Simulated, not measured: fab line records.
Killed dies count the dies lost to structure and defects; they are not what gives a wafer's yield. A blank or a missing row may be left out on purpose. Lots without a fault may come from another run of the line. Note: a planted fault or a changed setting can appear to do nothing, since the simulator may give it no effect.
fab line records -- flow n5-finfet
[record] lots = 5, wafers = 15, last-day = 18
route steps=1938 shown BEOL_M7@1268 PASSIVATION@1936
lots that met no fault: from a run of the same line without faults
start-h: hours from the record's first day to the start of the lot's first wafer shown -- wait-h: hours from the lot's prior step to this one -- " same as the row above -- L1.1+2: one row covering several wafers at once -- - no value present, or no start provided -- * or withheld: withheld -- < > ~ a bound
route shown NAME@n: names a module that has steps shown in the file, with the first one's number in the route -- usual: average and standard deviation across the fault-free wafers -- same: alike in all rows -- chamber/n: place in a boat -- sites: per-site readings -- _std_site: their standard deviation -- _edge_site: inner sites' mean taken away from outer sites' mean -- radius-mm: for every site, how far away it sits from the centre of the wafer -- mask NAME#n: copy n -- behind: the most recent tool/chamber to have shaped the wafer -- hold: cause of the lot's hold/its duration in hours/its outcome -- device: the n, p or np transistor that did not switch -- end of line: the route-end tests of the same wafers -- for a step that has no rows: nothing shown but its recipe -- killed: at the first sort, the dies lost to defects and structure; wafer yield is something else -- map: a wafer's dies, x killed, . not, _ none there
set.NAME: the run value of the setting; set.NAME@STEP: its run value at that earlier step -- model.NAME: the simulator's own value behind a step, which no gauge read
certain route steps with their lots: each step a table, each wafer a row
services: when a tool's chamber went out of use (start-h, in hours from the record's first day, below 0 if earlier), for how many hours, and the reason
[[steps]]
[step N5_BEOL_M7_COAT_59]
[recipe] resist = SOC, temp-c = 250, time-s = 60, spin-rpm = 1500, resist-thk-nm = 100
[step N5_BEOL_M7_COAT_60]
[recipe] resist = SiARC, temp-c = 220, time-s = 60, spin-rpm = 1500, resist-thk-nm = 35
[step N5_BEOL_M7_COAT_05]
[recipe] resist = CAR-ArF, spin-rpm = 1500, resist-thk-nm = 90
[step N5_BEOL_M7_EBR_07]
[recipe] solvent = PGMEA, ebr-width-mm = 1.5
[step N5_BEOL_M7_SOFTBAKE_06]
[recipe] temp-c = 110, time-s = 60, resist = CAR-ArF
[step N5_BEOL_M7_EXPOSE_08]
[recipe] mask-id = M7, na = 1.35, source-shape = dipole, sigma-inner = 0.817, sigma-outer = 0.97, polarization = te, dose-mj = 68.25
[step N5_BEOL_M7_PEB_09]
[recipe] peb-temp-c = withheld, peb-time-s = 60, resist = CAR-ArF
[step N5_BEOL_M7_DEVELOP_10]
[recipe] develop-time-s = 30, developer = TMAH, resist = CAR-ArF, rinse-liquid = diw, dry = air-spin, dev-temp-c = 23
[step N5_BEOL_M7_CD_MEAS_11]
[recipe] target-cd-nm = 38.5, landing-energy-ev = 500, detector = se-inlens, polarity = opening
[usual] cd-nm = 38.4/0.57
lot.wafer,tool,chamber,start-h,wait-h,cd-nm
L547.1,cd-sem-03,0,190.97,-,38.0
L547.4,cd-sem-03,0,190.97,-,37.7
L547.5,cd-sem-03,0,190.97,-,38.3
L560.1,cd-sem-01,0,272.47,-,38.0
L560.2,cd-sem-01,0,272.47,-,37.6
L560.6,cd-sem-01,0,272.47,-,37.7
L561.2,cd-sem-01,0,279.19,-,39.2
L561.5,cd-sem-01,0,279.19,-,38.7
L561.6,cd-sem-01,0,279.19,-,39.7
L559.2,cd-sem-01,0,279.35,-,38.5
L559.5,cd-sem-01,0,279.35,-,38.8
L559.6,cd-sem-01,0,279.35,-,38.7
L570.2,cd-sem-02,0,339.72,-,38.1
L570.4,cd-sem-02,0,339.72,-,37.9
L570.5,cd-sem-02,0,339.72,-,38.1
[step N5_BEOL_M7_OVL_MEAS_12]
[recipe] points-per-wafer = 44
[usual] M7_OVL = 0.2/0.74
lot.wafer,tool,chamber,start-h,wait-h,M7_OVL[nm]
L547.1,overlay-01,0,191.00,0.0,-0.7
L547.4,overlay-01,0,191.00,0.0,-0.9
L547.5,overlay-01,0,191.00,0.0,-0.3
L560.1,overlay-01,0,272.50,0.0,0.5
L560.2,overlay-01,0,272.50,0.0,1.0
L560.6,overlay-01,0,272.50,0.0,0.8
L561.2,overlay-02,0,279.22,0.0,0.0
L561.5,overlay-02,0,279.22,0.0,-1.2
L561.6,overlay-02,0,279.22,0.0,-0.4
L559.2,overlay-01,0,279.38,0.0,-1.0
L559.5,overlay-01,0,279.38,0.0,0.3
L559.6,overlay-01,0,279.38,0.0,0.7
L570.2,overlay-02,0,339.75,0.0,1.0
L570.4,overlay-02,0,339.75,0.0,0.7
L570.5,overlay-02,0,339.75,0.0,0.3
[step N5_BEOL_M7_INSPECT_13]
[recipe] mode = adi, inspect-instrument = brightfield
[usual] raw-defect-count = 430/99
lot.wafer,tool,chamber,start-h,wait-h,raw-defect-count
L547.1,defect-inspect-01,-,191.02,0.0,570
L547.4,defect-inspect-01,-,191.02,0.0,472
L547.5,defect-inspect-01,-,191.02,0.0,534
L560.1,defect-inspect-01,-,272.52,0.0,668
L560.2,defect-inspect-01,-,272.52,0.0,434
L560.6,defect-inspect-01,-,272.52,0.0,533
L561.2,defect-inspect-02,-,279.24,0.0,262
L561.5,defect-inspect-02,-,279.24,0.0,256
L561.6,defect-inspect-02,-,279.24,0.0,277
L559.2,defect-inspect-01,-,279.40,0.0,365
L559.5,defect-inspect-01,-,279.40,0.0,379
L559.6,defect-inspect-01,-,279.40,0.0,328
L570.2,defect-inspect-01,-,339.78,0.0,485
L570.4,defect-inspect-01,-,339.78,0.0,319
L570.5,defect-inspect-01,-,339.78,0.0,316
[step N5_BEOL_M7_DESCUM_16]
[recipe] chemistry = O2, time-s = 7.9, source-power-w = 50, bias-power-w = 20, pressure-mtorr = 20, rf-frequency-hz = 2.712e+07, temp-c = 40, resist = CAR-ArF, o2-flow-sccm = 225
[usual] drypump-motor-current-A = 5.6/0.56, oes-product-au = 0.78/0.082, rf-vpp-V = 243.2/1.2, showerhead-plenum-p-Torr = 2.09/0.061, throttle-valve-pct = 20.44/0.25
lot.wafer,tool,chamber,start-h,wait-h,drypump-motor-current-A,oes-product-au,rf-hours-counter-h,rf-vpp-V,showerhead-plenum-p-Torr,throttle-valve-pct
L547.1,rie-diel-03,2,191.56,0.5,6.6,0.67,241,242.2,2.07,20.71
L547.4,rie-diel-03,3,191.56,0.5,5.5,0.70,-,245.6,2.18,20.74
L547.5,rie-diel-03,1,191.56,0.5,5.7,0.91,-,243.8,2.14,20.22
L560.1,rie-diel-01,2,272.56,0.0,6.0,0.77,116,243.1,2.08,20.34
L560.2,rie-diel-01,1,272.56,0.0,4.9,0.69,223,243.6,2.14,20.35
L560.6,rie-diel-01,2,272.56,0.0,6.0,0.77,-,243.1,2.08,20.32
L561.2,rie-diel-06,2,279.27,0.0,4.9,0.87,61,241.4,2.04,20.02
L561.5,rie-diel-06,1,279.27,0.0,5.1,0.71,-,242.6,2.07,20.52
L561.6,rie-diel-06,0,279.27,0.0,6.3,0.73,-,241.9,1.99,20.63
L559.2,rie-diel-06,0,279.53,0.1,6.2,0.73,195,241.1,1.99,20.61
L559.5,rie-diel-06,2,279.53,0.1,4.9,0.86,-,242.7,2.04,20.01
L559.6,rie-diel-06,1,279.53,0.1,5.0,0.70,-,243.3,2.07,20.52
L570.2,rie-diel-01,0,339.81,0.0,5.2,0.73,193,242.0,2.08,20.82
L570.4,rie-diel-01,1,339.81,0.0,4.9,0.68,242,244.1,2.13,20.38
L570.5,rie-diel-01,1,339.81,0.0,4.8,0.67,-,246.2,2.13,20.38
[step N5_BEOL_M7_ETCH_61]
[recipe] chemistry = CF4, target = SiARC, target-depth-a = 455, mask-material = CAR-ArF, time-s = 75.8, ion-energy-ev = 80, pressure-mtorr = 40, source-w = 545, bias-w = 36, Ar_flow_sccm = 100, cf4-flow-sccm = 100, ends = cleared
[usual] drypump-motor-current-A = 5.6/0.56, etch-rf-on-time-s = 76.0/1.9, oes-product-au = 0.66/0.067, rf-vpp-V = 184.0/1.2, showerhead-plenum-p-Torr = 2.14/0.06, throttle-valve-pct = 15.62/0.27
lot.wafer,tool,chamber,start-h,wait-h,drypump-motor-current-A,etch-rf-on-time-s,oes-product-au,rf-hours-counter-h,rf-vpp-V,showerhead-plenum-p-Torr,throttle-valve-pct
L547.1,rie-diel-03,2,191.59,0.0,6.6,77.7,0.57,241,182.6,2.12,15.91
L547.4,rie-diel-03,3,191.59,0.0,5.4,75.3,0.60,-,185.6,2.20,15.84
L547.5,rie-diel-03,1,191.59,0.0,5.6,77.9,0.76,-,184.6,2.18,15.29
L560.1,rie-diel-01,2,272.59,0.0,6.0,72.8,0.68,116,182.8,2.17,15.70
L560.2,rie-diel-01,1,272.59,0.0,4.8,76.5,0.59,223,185.1,2.20,15.67
L560.6,rie-diel-01,2,272.59,0.0,6.0,72.7,0.67,-,184.4,2.17,15.74
L561.2,rie-diel-06,2,279.31,0.0,4.9,76.2,0.73,61,182.9,2.08,15.13
L561.5,rie-diel-06,1,279.31,0.0,5.1,77.5,0.60,-,183.2,2.11,15.77
L561.6,rie-diel-06,0,279.31,0.0,6.2,79.2,0.61,-,182.4,2.04,15.85
L559.2,rie-diel-06,0,279.57,0.0,6.3,78.0,0.62,195,182.8,2.04,15.85
L559.5,rie-diel-06,2,279.57,0.0,5.0,75.5,0.74,-,183.5,2.08,15.14
L559.6,rie-diel-06,1,279.57,0.0,5.1,53.1,0.75,-,183.3,2.11,15.77
L570.2,rie-diel-01,0,339.84,0.0,5.2,72.3,0.63,193,182.8,2.14,16.01
L570.4,rie-diel-01,1,339.84,0.0,4.8,75.0,0.58,242,184.9,2.19,15.71
L570.5,rie-diel-01,1,339.84,0.0,4.9,76.2,0.58,-,185.8,2.19,15.71
[step N5_BEOL_M7_ETCH_62]
[recipe] chemistry = N2/H2, target = SOC, target-depth-a = 1100, overetch-a = 220, mask-material = SiARC, temp-c = 40, time-s = 165, ion-energy-ev = 200, pressure-mtorr = 30, source-w = 840, bias-w = 150, n2-flow-sccm = 200, h2-flow-sccm = 200
[usual] drypump-motor-current-A = 5.6/0.56, oes-product-au = 0.66/0.063, rf-vpp-V = 523.8/2.3, showerhead-plenum-p-Torr = 2.54/0.077, throttle-valve-pct = 17.81/0.21
lot.wafer,tool,chamber,start-h,wait-h,drypump-motor-current-A,oes-product-au,rf-hours-counter-h,rf-vpp-V,showerhead-plenum-p-Torr,throttle-valve-pct
L547.1,rie-diel-03,2,191.65,0.0,6.6,0.58,241,522.8,2.50,17.93
L547.4,rie-diel-03,3,191.65,0.0,5.4,0.60,-,527.2,2.63,18.06
L547.5,rie-diel-03,1,191.65,0.0,5.7,0.77,-,525.5,2.60,17.63
L560.1,rie-diel-01,2,272.65,0.0,6.0,0.66,116,524.2,2.54,17.84
L560.2,rie-diel-01,1,272.65,0.0,4.8,0.59,223,525.8,2.62,17.84
L560.6,rie-diel-01,2,272.65,0.0,6.0,0.65,-,524.8,2.54,17.82
L561.2,rie-diel-06,2,279.36,0.0,5.0,0.71,61,522.7,2.48,17.45
L561.5,rie-diel-06,1,279.36,0.0,5.1,0.60,-,522.2,2.49,17.78
L561.6,rie-diel-06,0,279.36,0.0,6.3,0.63,-,520.7,2.40,17.96
L559.2,rie-diel-06,0,279.62,0.0,6.2,0.63,195,522.0,2.40,17.97
L559.5,rie-diel-06,2,279.62,0.0,4.9,0.72,-,522.3,2.48,17.46
L559.6,rie-diel-06,1,279.62,0.0,5.0,0.60,-,521.8,2.49,17.76
L570.2,rie-diel-01,0,339.90,0.0,5.2,0.61,193,523.7,2.52,18.16
L570.4,rie-diel-01,1,339.90,0.0,4.8,0.58,242,525.6,2.61,17.87
L570.5,rie-diel-01,1,339.90,0.0,4.8,0.57,-,525.0,2.61,17.88
[step N5_PASSIVATION_PROBE_49]
[usual] defect-limited-yield = 91.3/1.7, killed_at_M0_to_M3 = 33/11, killed_at_M4_up = 14/5.5, killed-at-contacts = 13/6.5, killed-at-front-end = 39/13, killed-at-other = 3.4/2.9, killed-dies = 103/20, killed-open = 69/15, killed-short = 32/8.1, sort_bin_5_function = 5.1/1.1, sort_bin_6_memory = 3.3/0.74, sort-n-pass = 1077/20, sort-yield-pct = 91.3/1.7
[same] gross-dies = 1180, killed-at-back-side = 0, sort_bin_4_leakage[%] = 0, sort_bin_8_speed[%] = 0
lot.wafer,tool,chamber,start-h,wait-h,defect-limited-yield[%],killed_at_M0_to_M3,killed_at_M4_up,killed-at-contacts,killed-at-front-end,killed-at-other,killed-dies,killed-open,killed-short,sort_bin_5_function[%],sort_bin_6_memory[%],sort-n-pass,sort-yield-pct[%]
L547.1,prober-01,-,282.52,0.0,90.8,20,8,21,58,1,108,81,27,5.3,3.8,1072,90.8
L547.4,prober-01,-,282.67,0.2,93.2,18,15,10,36,1,80,58,22,3.8,3.0,1100,93.2
L547.5,prober-01,-,282.72,0.2,91.1,24,16,8,52,5,105,71,33,5.5,3.2,1075,91.1
L561.2,prober-01,-,362.33,0.1,91.2,20,24,8,51,1,104,65,37,5.0,3.3,1076,91.2
L561.5,prober-01,-,362.48,0.2,91.9,29,8,5,51,3,96,48,46,4.3,3.3,1084,91.9
L561.6,prober-01,-,362.53,0.3,92.7,21,13,7,43,2,86,67,18,4.9,2.4,1094,92.7
L559.2,prober-02,-,362.79,0.1,91.9,32,14,12,36,1,95,70,24,4.7,3.1,1085,91.9
L559.5,prober-02,-,362.94,0.2,89.5,55,28,9,29,3,124,87,36,6.2,3.9,1056,89.5
L559.6,prober-02,-,362.99,0.3,91.0,49,5,31,19,2,106,65,41,4.7,3.8,1074,91.0
// killed by level:class
L547.1 STI_FIN_REVEAL:geometric-particle:open=25 MOL_CONTACT_COAG:geometric-particle:open=16 STI_FIN_REVEAL:geometric-particle:short=5 MOL_CONTACT_COAG:geometric-particle:short=5 FIN_SAQP:geometric-particle:open=4 BEOL_M2:geometric-particle:open=4 STARTING-WAFER:geometric-particle:open=4 FIN_SAQP:geometric-particle:short=3
L547.4 STI_FIN_REVEAL:geometric-particle:open=13 FIN_SAQP:geometric-particle:open=8 MOL_CONTACT_COAG:geometric-particle:open=8 BEOL_M0_SAQP:geometric-particle:short=5 BEOL_M0_SAQP:geometric-particle:open=4 BEOL_M1:geometric-particle:open=4 BEOL_M4:geometric-particle:open=4 FIN_SAQP:geometric-particle:short=3
L547.5 STI_FIN_REVEAL:geometric-particle:open=11 BEOL_M4:geometric-particle:open=11 FIN_SAQP:geometric-particle:open=10 MOL_CONTACT_COAG:geometric-particle:open=7 STI_FIN_REVEAL:geometric-particle:short=6 FIN_SAQP:geometric-particle:short=5 DUMMY_GATE:geometric-particle:open=5 BEOL_M0_SAQP:geometric-particle:short=5
L561.2 STI_FIN_REVEAL:geometric-particle:open=15 STI_FIN_REVEAL:geometric-particle:short=7 BEOL_M3:geometric-particle:open=7 BEOL_M4:geometric-particle:open=7 GATE_CUT:geometric-particle:open=6 GATE_CUT:geometric-particle:short=6 MOL_CONTACT_COAG:geometric-particle:open=6 BEOL_M7:geometric-particle:open=5
L561.5 GATE_CUT:geometric-particle:short=11 FIN_SAQP:geometric-particle:short=6 STI_FIN_REVEAL:geometric-particle:open=6 BEOL_M1:geometric-particle:open=6 BEOL_M2:geometric-particle:short=6 GATE_CUT:geometric-particle:open=5 STARTING-WAFER:geometric-particle:short=5 MOL_CONTACT_COAG:geometric-particle:open=4
L561.6 STI_FIN_REVEAL:geometric-particle:open=11 FIN_SAQP:geometric-particle:open=10 BEOL_M1:geometric-particle:open=9 FIN_SAQP:geometric-particle:short=7 MOL_CONTACT_COAG:geometric-particle:open=6 BEOL_M9:geometric-particle:open=4 STARTING-WAFER:geometric-particle:open=4 GATE_CUT:geometric-particle:open=3
L559.2 FIN_SAQP:geometric-particle:open=15 MOL_CONTACT_COAG:geometric-particle:open=11 BEOL_M0_SAQP:geometric-particle:open=8 BEOL_M1:geometric-particle:open=7 FIN_SAQP:geometric-particle:short=5 BEOL_M0_SAQP:geometric-particle:short=5 BEOL_M3:geometric-particle:open=5 DUMMY_GATE:geometric-particle:open=4
L559.5 BEOL_M1:geometric-particle:open=15 FIN_SAQP:geometric-particle:open=12 BEOL_M0_SAQP:geometric-particle:open=12 BEOL_M4:geometric-particle:open=12 BEOL_M0_SAQP:geometric-particle:short=11 MOL_CONTACT_COAG:geometric-particle:open=9 FIN_SAQP:geometric-particle:short=4 BEOL_M0:geometric-particle:open=4
L559.6 MOL_CONTACT_COAG:geometric-particle:open=20 MOL_CONTACT_COAG:geometric-particle:short=11 BEOL_M2:geometric-particle:open=11 BEOL_M0_SAQP:geometric-particle:short=9 BEOL_M1:geometric-particle:open=9 BEOL_M0_SAQP:geometric-particle:open=8 BEOL_M1:geometric-particle:short=6 STI_FIN_REVEAL:geometric-particle:open=5
[[services]]
tool,chamber,start-h,hours,kind
rie-diel-03,0,178.59,-,clean
rie-diel-03,0,178.59,-,consumable-replace:focus-ring
rie-diel-03,0,178.59,26.3,scheduled-down
rie-diel-03,0,178.59,26.3,vent-cycle
rie-diel-06,0,213.00,3.4,repair
rie-diel-03,2,217.30,-,clean
rie-diel-03,2,217.30,-,consumable-replace:focus-ring
rie-diel-03,2,217.30,20.1,scheduled-down
rie-diel-03,2,217.30,20.1,vent-cycle
rie-diel-01,1,226.18,3.6,repair
rie-diel-01,0,241.59,12.8,repair
rie-diel-03,2,266.47,4.2,repair
rie-diel-06,1,290.13,8.6,repair
rie-diel-01,-,294.76,1.2,repair
rie-diel-03,3,303.82,-,clean
rie-diel-03,3,303.82,-,consumable-replace:focus-ring
rie-diel-03,3,303.82,16.7,scheduled-down
rie-diel-03,3,303.82,16.7,vent-cycle
rie-diel-06,1,312.47,-,clean
rie-diel-06,1,312.47,-,consumable-replace:focus-ring
rie-diel-06,1,312.47,21.9,scheduled-down
rie-diel-06,1,312.47,21.9,vent-cycle
[[key]]
[first-sign] step = N5_BEOL_M7_ETCH_61, reading = etch-rf-on-time-s, direction = down, sigmas = 12, usual = *, struck = *
effect none on later readings
met-at N5_BEOL_M7_ETCH_61
struck-wafers L559.6
onset-between 279.31 279.57
[fault] kind = process-parameter-drift, tool = rie-diel-06, chamber = -, onset-h = 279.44, steps = N5_BEOL_M7_ETCH_61, channel = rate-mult, offset = 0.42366, shape = step, end-h = 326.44, scope = struck-wafers-only
